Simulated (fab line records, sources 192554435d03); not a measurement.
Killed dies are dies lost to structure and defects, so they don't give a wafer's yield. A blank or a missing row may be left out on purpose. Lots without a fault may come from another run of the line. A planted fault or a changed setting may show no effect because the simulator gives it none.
fab line records | flow n5_finfet
record lots=7 wafers=21
route steps=1938 shown ZERO_LAYER@4 WELL_APT@36 FIN_SAQP@120 DUMMY_GATE@223 SD_EPI_P@308 HKMG_FIN@386 GATE_CUT@484
start_h: hours from the record's first day to the start of the lot's first wafer shown | wait_h: hours since the lot's step before | " the same as in the row above | L1.1+2: a row that stands for several wafers | - no value, or no start given | * or withheld: withheld | < > ~ a bound
route shown NAME@n: a module of which the file shows steps, and the number in the route of the first | usual: mean/standard deviation of fault-free wafers | same: alike in all rows | chamber/n: place in a boat | sites: the reading at each site | _std_site: their standard deviation | _edge_site: outer sites' mean less inner sites' | radius_mm: how far each site lies from the wafer's centre | mask NAME#n: copy n | behind: the tool/chamber that last shaped the wafer | hold: why the lot was held/for how many hours/how that ended | device: the transistor (n, p or np) that didn't switch | end of line: the same wafers' tests at the end of the route | a step without rows: its recipe alone | killed: dies lost to structure and defects at the first sort, not the wafer's yield | map: a wafer's dies, x killed, . not, _ none there
set.NAME: the setting as run; set.NAME@STEP: as run at that earlier step | model.NAME: the simulator's own value behind a step, which no gauge read
lots whose settings were changed on purpose; a table a step, a row a wafer
## steps
# step N5_ZERO_LAYER_PECVD_02
# recipe material=SiO2 target_thk_a=100 temp_c=400 precursor=SiH4/N2O pressure_torr=0.75 rf_w=275 time_s=6
# columns lot.wafer tool chamber start_h wait_h set.time_s model.SiO2_of_ZERO_LAYER_PECVD_02.thk_nm
L080.1 pecvd-02 1 48.28 0.0 6 10.23
L080.2 " 0 " " 6 10.14
L080.4 " 1 " " 6 10.26
L087.1 pecvd-02 1 90.28 0.0 6.538 10.86
L087.5 " 2 " " 6 10.25
L087.6 " 0 " " 6 9.947
L089.1 pecvd-02 2 102.28 0.0 5.682 9.467
L089.3 " 0 " " 6 9.735
L089.4 " 0 " " 6 9.902
L091.1 pecvd-02 1 114.30 0.0 5.503 8.976
L091.3 " 0 " " 5.503 8.932
L091.5 " 1 " " 6 10
L092.3 pecvd-01 0 120.28 0.0 6 9.933
L092.4 " 2 " " 6 10.21
L092.5 " 0 " " 6 9.966
L093.1 pecvd-04 1 126.28 0.0 6 9.968
L093.2 " 2 " " 6 9.655
L093.5 " 2 " " 6 9.879
L095.2 pecvd-04 0 138.28 0.0 6 9.935
L095.3 " 1 " " 6 9.802
L095.6 " 1 " " 6.423 10.59
# step N5_WELL_APT_COAT_19
# recipe spin_rpm=1357 resist_thk_nm=950
# columns lot.wafer tool chamber start_h wait_h set.spin_rpm model.coat_of_WELL_APT_COAT_19.thk_nm
L080.1 litho_track-02 0 - - 1489 906.5
L080.2 " 0 " " 1489 907.5
L080.4 " 0 " " 1357 950.6
L087.1 litho_track-04 0 - - 1280 979.8
L087.5 " 0 " " 1357 953.9
L087.6 " 0 " " 1357 950.9
L089.1 litho_track-02 0 - - 1417 926.6
L089.3 " 0 " " 1357 946.5
L089.4 " 0 " " 1417 923.4
L091.1 litho_track-04 0 - - 1272 980.1
L091.3 " 0 " " 1357 947.9
L091.5 " 0 " " 1357 949.3
L092.3 litho_track-02 0 - - 1357 952.5
L092.4 " 0 " " 1357 949.3
L092.5 " 0 " " 1357 949.9
L093.1 litho_track-03 0 - - 1482 909.7
L093.2 " 0 " " 1482 913
L093.5 " 0 " " 1357 952.7
L095.2 litho_track-03 0 - - 1357 952.7
L095.3 " 0 " " 1399 941
L095.6 " 0 " " 1357 958.4
# step N5_WELL_APT_EXPOSE_22
# recipe mask_id=PWELL na=0.8 source_shape=conventional sigma_outer=0.8 polarization=unpolarized defocus_nm=0 target_cd_nm=200 dose_mj=23.2
# columns lot.wafer tool chamber start_h wait_h mask set.dose_mj
L080.1+2+4 krf_scanner-02 0 51.36 - PWELL#0 23.2
L087.1+6 krf_scanner-01 0 92.78 - PWELL#0 24.29
L087.5 " 0 " " PWELL#0 23.2
L089.1+3+4 krf_scanner-02 0 105.20 - PWELL#0 23.2
L091.1+5 krf_scanner-01 0 116.64 - PWELL#0 23.2
L091.3 " 0 " " PWELL#0 23.69
L092.3+4+5 krf_scanner-01 0 122.64 - PWELL#0 23.2
L093.1 krf_scanner-02 0 129.04 - PWELL#0 23.2
L093.2+5 " 0 " " PWELL#0 21.92
L095.2+3 krf_scanner-01 0 141.01 - PWELL#0 24.48
L095.6 " 0 " " PWELL#0 23.2
# step N5_WELL_APT_PEB_23
# recipe peb_temp_c=130 peb_time_s=90
# step N5_WELL_APT_DEVELOP_24
# recipe develop_time_s=45 rinse_liquid=surfactant_rinse dry=air_spin dev_temp_c=21
# step N5_WELL_APT_HARDBAKE_29
# recipe temp_c=130 time_s=120
# step N5_WELL_APT_CD_MEAS_25
# recipe target_cd_nm=200 landing_energy_ev=500 detector=se_inlens
# usual cd_nm=199.7/2.2
# columns lot.wafer tool chamber start_h wait_h set.dose_mj@WELL_APT_EXPOSE_22 cd_nm
L080.1 cd_sem-02 0 51.53 - 23.2 200.6
L080.2 " 0 " " 23.2 202.5
L080.4 " 0 " " 23.2 200.9
L087.1 cd_sem-03 0 92.95 - 24.29 202.8
L087.5 " 0 " " 23.2 199.8
L087.6 " 0 " " 24.29 207.6
L089.1 cd_sem-03 0 105.38 - 23.2 200.8
L089.3 " 0 " " 23.2 199.0
L089.4 " 0 " " 23.2 196.2
L091.1 cd_sem-03 0 116.82 - 23.2 201.2
L091.3 " 0 " " 23.69 206.3
L091.5 " 0 " " 23.2 201.1
L092.3 cd_sem-02 0 122.80 - 23.2 198.1
L092.4 " 0 " " 23.2 199.9
L092.5 " 0 " " 23.2 196.7
L093.1 cd_sem-03 0 129.21 - 23.2 200.4
L093.2 " 0 " " 21.92 189.3
L093.5 " 0 " " 21.92 188.3
L095.2 cd_sem-03 0 141.18 - 24.48 211.8
L095.3 " 0 " " 24.48 211.6
L095.6 " 0 " " 23.2 200.3
# step N5_WELL_APT_DESCUM_30
# recipe chemistry=O2 time_s=7.9 source_power_w=50 bias_power_w=20 pressure_mtorr=20 rf_frequency_hz=2.712e+07 temp_c=40 o2_flow_sccm=225
# columns lot.wafer tool chamber start_h wait_h set.dose_mj@WELL_APT_EXPOSE_22 model.WELL_APT.cd_nm
L080.1 rie_diel-04 2 51.74 0.2 23.2 200.4
L080.2 " 1 " " 23.2 202.9
L080.4 " 3 " " 23.2 200.9
L087.1 rie_diel-04 0 93.04 0.0 24.29 202.9
L087.5 " 2 " " 23.2 199.7
L087.6 " 1 " " 24.29 207.6
L089.1 rie_diel-04 0 105.51 0.1 23.2 200.6
L089.3 " 1 " " 23.2 199
L089.4 " 2 " " 23.2 196.1
L091.1 rie_diel-01 3 116.91 0.0 23.2 201
L091.3 " 2 " " 23.69 206.1
L091.5 " 2 " " 23.2 201.4
L092.3 rie_diel-04 2 122.95 0.1 23.2 198.2
L092.4 " 1 " " 23.2 199.9
L092.5 " 2 " " 23.2 196.7
L093.1 rie_diel-03 1 129.30 0.0 23.2 201.1
L093.2 " 2 " " 21.92 189.1
L093.5 " 2 " " 21.92 188.4
L095.2 rie_diel-01 2 141.26 0.0 24.48 212.2
L095.3 " 3 " " 24.48 211.7
L095.6 " 1 " " 23.2 200.5
# step N5_FIN_SAQP_MANDREL_ETCH_22
# recipe target_depth_a=600 chemistry=HBr/Cl2 target=a-Si stop_on=SiNx bt_time_s=10 over_etch_frac=0.5 time_s=30 pressure_mtorr=10 icp_w=800 bias_w=75 HBr_flow_sccm=150 Cl2_flow_sccm=80 ends=end_point
# columns lot.wafer tool chamber start_h wait_h set.icp_w model.SOC_of_FIN_SAQP_COAT_49.thk_nm
L080.1 rie_si-03 1 58.94 0.0 725.5 76.9
L080.2 " 2 " " 725.5 77.2
L080.4 " 3 " " 725.5 77.15
L087.1 rie_si-03 2 101.82 0.0 800 75.89
L087.5 " 2 " " 800 76.04
L087.6 " 1 " " 800 75.54
L089.1 rie_si-05 3 112.66 0.0 800 75.42
L089.3 " 0 " " 800 75.33
L089.4 " 1 " " 800 75.44
L091.1 rie_si-03 0 124.36 0.0 697.8 77.98
L091.3 " 3 " " 800 76.21
L091.5 " 3 " " 697.8 77.57
L092.3 rie_si-05 3 130.14 0.0 800 75.73
L092.4 " 0 " " 800 76.05
L092.5 " 3 " " 800 76
L093.1 rie_si-04 3 136.17 0.0 800 75.93
L093.2 " 0 " " 926.7 75.14
L093.5 " 3 " " 800 76.36
L095.2+6 rie_si-04 0 148.28 0.0 681.4 77.7
L095.3 " 3 " " 800 75.83
# step N5_FIN_SAQP_FIN_ETCH_36
# recipe chemistry=HBr/Cl2/O2 target_depth_a=1200 mask_material=SiNx time_s=50.4 bias_w=102 pressure_mtorr=10 icp_w=800 HBr_flow_sccm=150 Cl2_flow_sccm=80 O2_flow_sccm=12
# usual oes_product_au=1.007/0.01
# columns lot.wafer tool chamber start_h wait_h set.icp_w oes_product_au model.etch.depth_nm model.FIN_SAQP.feature_depth_nm
L080.1 rie_si-03 2 62.78 0.0 717.3 0.970 113.4 113.4
L080.2 " 1 " " 717.3 0.981 116.1 116.2
L080.4 " 3 " " 800 0.991 121.4 121.4
L087.1 rie_si-05 2 106.59 0.0 800 1.006 120.9 121
L087.5 " 3 " " 800 1.012 119.4 119.4
L087.6 " 0 " " 855.7 1.025 122.2 122.2
L089.1 rie_si-04 3 117.88 0.0 800 1.017 121.1 121
L089.3 " 1 " " 678.3 0.962 109.6 109.6
L089.4 " 0 " " 678.3 0.964 110 110
L091.1 rie_si-05 0 128.12 0.0 866.7 1.034 124 124
L091.3 " 2 " " 866.7 1.031 125.5 125.4
L091.5 " 1 " " 800 1.009 120.6 120.6
L092.3 rie_si-03 0 135.03 0.0 800 1.015 119.7 119.6
L092.4 " 2 " " 800 1.013 120.9 120.8
L092.5 " 1 " " 800 1.026 123.1 123.2
L093.1 rie_si-03 0 140.44 0.0 800 0.997 117.6 117.6
L093.2 " 1 " " 800 1.023 121.5 121.4
L093.5 " 1 " " 800 1.020 121.5 121.4
L095.2 rie_si-03 2 153.06 0.0 800 1.002 118.2 118.2
L095.3 " 3 " " 664.4 0.937 109.9 109.8
L095.6 " 2 " " 664.4 0.950 108.9 109
# step N5_FIN_SAQP_PRECLEAN_38
# recipe chemistry=O3/DIW time_s=45 temp_c=22 o3_ppm=10
# step N5_FIN_SAQP_PRECLEAN_45
# recipe chemistry=dHF time_s=10 dilution=500:1 temp_c=25
# step N5_FIN_SAQP_SRD_39
# recipe dry=ipa_marangoni time_s=30 temp_c=23 rinse_liquid=diw
# step N5_FIN_SAQP_OCD_MEAS_76
# usual trench_depth_nm=119.7/1.5
# columns lot.wafer tool chamber start_h wait_h set.icp_w@FIN_SAQP_FIN_ETCH_36 trench_depth_nm
L080.1 ocd-02 - 63.00 0.0 717.3 113.4
L080.2 " - " " 717.3 116.1
L080.4 " - " " 800 121.1
L087.1 ocd-02 - 106.82 0.0 800 121.4
L087.5 " - " " 800 119.7
L087.6 " - " " 855.7 122.7
L089.1 ocd-02 - 118.10 0.0 800 120.7
L089.3 " - " " 678.3 110.2
L089.4 " - " " 678.3 110.3
L091.1 ocd-01 - 128.35 0.0 866.7 124.4
L091.3 " - " " 866.7 125.5
L091.5 " - " " 800 120.6
L092.3 ocd-02 - 135.25 0.0 800 120.1
L092.4 " - " " 800 121.0
L092.5 " - " " 800 123.2
L093.1 ocd-01 - 140.66 0.0 800 117.6
L093.2 " - " " 800 121.9
L093.5 " - " " 800 121.8
L095.2 ocd-01 - 153.28 0.0 800 118.0
L095.3 " - " " 664.4 110.0
L095.6 " - " " 664.4 108.5
# step N5_DUMMY_GATE_COAT_35
# recipe resist=SiARC temp_c=220 time_s=60 spin_rpm=1500 resist_thk_nm=10
# columns lot.wafer tool chamber start_h wait_h set.spin_rpm model.SiARC_of_DUMMY_GATE_COAT_35.thk_nm
L080.1+2 litho_track-01 0 - - 1500 10
L080.4 " 0 " " 1425 10.2
L087.1 litho_track-05 0 - - 1419 10.2
L087.5+6 " 0 " " 1500 10
L089.1 litho_track-01 0 - - 1597 9.6
L089.3 " 0 " " 1597 9.8
L089.4 " 0 " " 1500 10
L091.1+3+5 litho_track-01 0 - - 1500 10
L092.3+4+5 litho_track-01 0 - - 1500 10
L093.1+5 litho_track-05 0 - - 1500 10
L093.2 " 0 " " 1406 10.4
L095.2+3+6 litho_track-01 0 - - 1500 10
# step N5_DUMMY_GATE_COAT_28
# recipe resist=underlayer temp_c=205 time_s=60 spin_rpm=1500 resist_thk_nm=10
# columns lot.wafer tool chamber start_h wait_h set.spin_rpm model.underlayer_of_DUMMY_GATE_COAT_28.thk_nm
L080.1+4 litho_track-01 0 - - 1500 10
L080.2 " 0 " " 1608 9.6
L087.1+5+6 litho_track-05 0 - - 1645 9.6
L089.1+4 litho_track-01 0 - - 1573 9.8
L089.3 " 0 " " 1500 10
L091.1+5 litho_track-01 0 - - 1500 10
L091.3 " 0 " " 1407 10.4
L092.3+4+5 litho_track-01 0 - - 1500 10
L093.1+2+5 litho_track-05 0 - - 1500 10
L095.2 litho_track-01 0 - - 1634 9.6
L095.3+6 " 0 " " 1500 10
# step N5_SD_EPI_P_ETCH_37
# recipe chemistry=N2/H2 target=SOC overetch_a=1080 mask_material=SiARC temp_c=40 ion_energy_ev=100 source_w=3000 bias_w=133 pressure_mtorr=20 time_s=486 n2_flow_sccm=200 h2_flow_sccm=200 ends=end_point
# usual rf_vpp_V=240.9/1.3
# columns lot.wafer tool chamber start_h wait_h set.source_w rf_vpp_V
L080.1 rie_diel-05 0 89.76 0.0 3000 238.8
L080.2 " 2 " " 3000 241.3
L080.4 " 1 " " 3000 240.8
L087.1 rie_diel-05 1 134.70 0.0 2661 250.6
L087.5 " 2 " " 2661 250.4
L087.6 " 3 " " 3000 242.2
L089.1 rie_diel-06 3 146.50 0.0 3385 232.0
L089.3 " 2 " " 3000 242.0
L089.4 " 1 " " 3385 232.5
L091.1 rie_diel-02 2 154.58 0.0 3000 240.6
L091.3 " 0 " " 3419 231.8
L091.5 " 2 " " 3419 230.8
L092.3 rie_diel-06 2 161.95 0.0 3000 241.2
L092.4 " 1 " " 3000 240.6
L092.5 " 1 " " 3000 240.4
L093.1 rie_diel-05 1 167.70 0.0 3000 242.1
L093.2 " 0 " " 3000 239.2
L093.5 " 3 " " 3145 235.8
L095.2 rie_diel-06 0 179.17 0.0 3325 230.7
L095.3 " 1 " " 3325 231.7
L095.6 " 1 " " 3000 239.9
# step N5_HKMG_FIN_HK_ALD_01
# recipe material=HfO2 target_thk_a=16 temp_c=withheld ald_precursor_family=HfCl4 ald_co_reactant=H2O pulse_time_s=3 purge_time_s=3 co_reactant_purge_time_s=2.5 co_reactant_pulse_time_s=0.3 ald_cycles=30
# columns lot.wafer tool chamber start_h wait_h set.ald_cycles
L080.1+2+4 ald_hk-03 1,0,2 109.69 0.1 30
L087.1+5 ald_hk-01 2,3 151.09 0.0 26
L087.6 " 2 " " 30
L089.1+3+4 ald_hk-01 0,2,1 162.74 0.0 30
L091.1 ald_hk-02 2 171.56 0.0 30
L091.3+5 " 1,3 " " 28
L092.3+4+5 ald_hk-03 3,0,0 178.57 0.0 30
L093.1+5 ald_hk-01 1,2 185.09 0.0 30
L093.2 " 2 " " 33
L095.2+3+6 ald_hk-01 3,1,2 195.99 0.0 30
# step N5_HKMG_FIN_COAT_41
# recipe resist=SOC temp_c=250 time_s=60 spin_rpm=1500 resist_thk_nm=300
# columns lot.wafer tool chamber start_h wait_h set.temp_c
L080.1+2+4 litho_track-04 0 110.42 - 250
L087.1+5+6 litho_track-02 0 151.67 - 250
L089.1+3+4 litho_track-02 0 163.39 - 250
L091.1+3 litho_track-04 0 172.24 - 244.9
L091.5 " 0 " " 250
L092.3+4+5 litho_track-01 0 179.15 - 250
L093.1+2+5 litho_track-02 0 185.66 - 250
L095.2 litho_track-01 0 196.76 - 250
L095.3+6 " 0 " " 256.2
# step N5_HKMG_FIN_COAT_42
# recipe resist=SiARC temp_c=220 time_s=60 spin_rpm=1500 resist_thk_nm=35
# step N5_HKMG_FIN_COAT_43
# recipe resist=CAR-ArF spin_rpm=1500 resist_thk_nm=90
# step N5_HKMG_FIN_WET_ETCH_82
# recipe chemistry=dHCl mix=1:10000 temp_c=25 target=La2O3 stop_on=HfO2 target_depth_nm=2 dry=ipa_marangoni rinse_time_s=30 rinse_temp_c=23
# step N5_HKMG_FIN_ALD_36
# recipe material=TiN target_thk_a=10 temp_c=400 ald_precursor_family=TiCl4 ald_co_reactant=NH3 pulse_time_s=1 purge_time_s=3 co_reactant_purge_time_s=2 co_reactant_pulse_time_s=2 ald_cycles=47 pressure_torr=3
# step N5_HKMG_FIN_THK_MEAS_70
# recipe thk_meas_gauge=xrf reads=HfO2_of_HKMG_FIN_HK_ALD_01
# usual HK_THK=1.609/0.021
# columns lot.wafer tool chamber start_h wait_h set.ald_cycles@HKMG_FIN_HK_ALD_01 HK_THK[nm]
L080.1 film_metro-01 - 113.29 0.2 30 1.623
L080.2 " - " " 30 1.619
L080.4 " - " " 30 1.638
L087.1 film_metro-02 - 154.55 0.3 26 1.379
L087.5 " - " " 26 1.398
L087.6 " - " " 30 1.620
L089.1 film_metro-02 - 166.30 0.2 30 1.544
L089.3 " - " " 30 1.573
L089.4 " - " " 30 1.600
L091.1 film_metro-02 - 175.16 0.2 30 1.622
L091.3 " - " " 28 1.491
L091.5 " - " " 28 1.499
L092.3 film_metro-02 - 182.09 0.2 30 1.621
L092.4 " - " " 30 1.588
L092.5 " - " " 30 1.601
L093.1 film_metro-02 - 188.60 0.2 30 1.615
L093.2 " - " " 33 1.773
L093.5 " - " " 30 1.574
L095.2 film_metro-01 - 199.80 0.2 30 1.610
L095.3 " - " " 30 1.594
L095.6 " - " " 30 1.587
# step N5_GATE_CUT_EXPOSE_10
# recipe mask_id=GATE_CUT na=0.33 source_shape=annular sigma_inner=0.35 sigma_outer=0.8 polarization=unpolarized target_cd_nm=20 dose_mj=43.25
# columns lot.wafer tool chamber start_h wait_h mask set.dose_mj
L080.1+2+4 euv_scanner-01 0 122.87 - GATE_CUT#0 43.25
L087.1 euv_scanner-02 0 163.52 - GATE_CUT#0 45.08
L087.5+6 " 0 " " GATE_CUT#0 43.25
L089.1+3 euv_scanner-02 0 175.40 - GATE_CUT#0 40.02
L089.4 " 0 " " GATE_CUT#0 43.25
L091.1 euv_scanner-01 0 184.20 - GATE_CUT#0 43.25
L091.3+5 " 0 " " GATE_CUT#0 44.62
L092.3+4+5 euv_scanner-01 0 190.95 - GATE_CUT#0 43.25
L093.1 euv_scanner-01 0 197.43 - GATE_CUT#0 43.25
L093.2+5 " 0 " " GATE_CUT#0 40.05
L095.2+3+6 euv_scanner-02 0 208.76 - GATE_CUT#0 43.25
# step N5_GATE_CUT_PEB_11
# recipe peb_temp_c=100 peb_time_s=60 resist=CAR-EUV
# step N5_GATE_CUT_DEVELOP_12
# recipe develop_time_s=30 developer=TMAH resist=CAR-EUV rinse_liquid=surfactant_rinse dry=air_spin dev_temp_c=23
# step N5_GATE_CUT_CD_MEAS_13
# recipe target_cd_nm=20 landing_energy_ev=500 detector=se_inlens
# usual cd_nm=19.89/0.27
# columns lot.wafer tool chamber start_h wait_h set.dose_mj@GATE_CUT_EXPOSE_10 cd_nm
L080.1 cd_sem-03 0 123.00 - 43.25 20.09
L080.2 " 0 " " 43.25 20.43
L080.4 " 0 " " 43.25 20.68
L087.1 cd_sem-01 0 163.66 - 45.08 20.69
L087.5 " 0 " " 43.25 19.80
L087.6 " 0 " " 43.25 19.58
L089.1 cd_sem-02 0 175.53 - 40.02 17.66
L089.3 " 0 " " 40.02 17.79
L089.4 " 0 " " 43.25 19.70
L091.1 cd_sem-01 0 184.33 - 43.25 19.80
L091.3 " 0 " " 44.62 20.51
L091.5 " 0 " " 44.62 20.28
L092.3 cd_sem-03 0 191.07 - 43.25 19.74
L092.4 " 0 " " 43.25 19.48
L092.5 " 0 " " 43.25 20.01
L093.1 cd_sem-03 0 197.56 - 43.25 19.53
L093.2 " 0 " " 40.05 17.71
L093.5 " 0 " " 40.05 17.98
L095.2 cd_sem-03 0 208.89 - 43.25 20.11
L095.3 " 0 " " 43.25 19.84
L095.6 " 0 " " 43.25 20.19
## key
split step=N5_ZERO_LAYER_PECVD_02 setting=time_s stated=6 by=wafer
response step=N5_ZERO_LAYER_PECVD_02 reading=model.SiO2_of_ZERO_LAYER_PECVD_02.thk_nm change=+0.0993 per=1% r=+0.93
split step=N5_WELL_APT_COAT_19 setting=spin_rpm stated=1357 by=wafer
response step=N5_WELL_APT_COAT_19 reading=model.coat_of_WELL_APT_COAT_19.thk_nm change=-4.63 per=1% r=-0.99
split step=N5_WELL_APT_EXPOSE_22 setting=dose_mj stated=23.2 by=wafer
response step=N5_WELL_APT_CD_MEAS_25 reading=cd_nm change=+1.87 per=1% r=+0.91
response step=N5_WELL_APT_DESCUM_30 reading=model.WELL_APT.cd_nm change=+1.92 per=1% r=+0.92
split step=N5_FIN_SAQP_MANDREL_ETCH_22 setting=icp_w stated=800 by=wafer
response step=N5_FIN_SAQP_MANDREL_ETCH_22 reading=model.SOC_of_FIN_SAQP_COAT_49.thk_nm change=-0.1 per=1% r=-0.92
split step=N5_FIN_SAQP_FIN_ETCH_36 setting=icp_w stated=800 by=wafer
response step=N5_FIN_SAQP_FIN_ETCH_36 reading=oes_product_au change=+0.00308 per=1% r=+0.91
response step=N5_FIN_SAQP_FIN_ETCH_36 reading=model.etch.depth_nm change=+0.588 per=1% r=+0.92
response step=N5_FIN_SAQP_FIN_ETCH_36 reading=model.FIN_SAQP.feature_depth_nm change=+0.586 per=1% r=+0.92
response step=N5_FIN_SAQP_OCD_MEAS_76 reading=trench_depth_nm change=+0.571 per=1% r=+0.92
split step=N5_DUMMY_GATE_COAT_35 setting=spin_rpm stated=1500 by=wafer
response step=N5_DUMMY_GATE_COAT_35 reading=model.SiARC_of_DUMMY_GATE_COAT_35.thk_nm change=-0.0483 per=1% r=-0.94
split step=N5_DUMMY_GATE_COAT_28 setting=spin_rpm stated=1500 by=wafer
response step=N5_DUMMY_GATE_COAT_28 reading=model.underlayer_of_DUMMY_GATE_COAT_28.thk_nm change=-0.0511 per=1% r=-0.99
split step=N5_SD_EPI_P_ETCH_37 setting=source_w stated=3000 by=wafer
response step=N5_SD_EPI_P_ETCH_37 reading=rf_vpp_V change=-0.743 per=1% r=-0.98
split step=N5_HKMG_FIN_HK_ALD_01 setting=ald_cycles stated=30 by=wafer
response step=N5_HKMG_FIN_THK_MEAS_70 reading=HK_THK change=+0.0177 per=1% r=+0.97
split step=N5_HKMG_FIN_COAT_41 setting=temp_c stated=250 by=wafer
response none clear
split step=N5_GATE_CUT_EXPOSE_10 setting=dose_mj stated=43.25 by=wafer
response step=N5_GATE_CUT_CD_MEAS_13 reading=cd_nm change=+0.242 per=1% r=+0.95
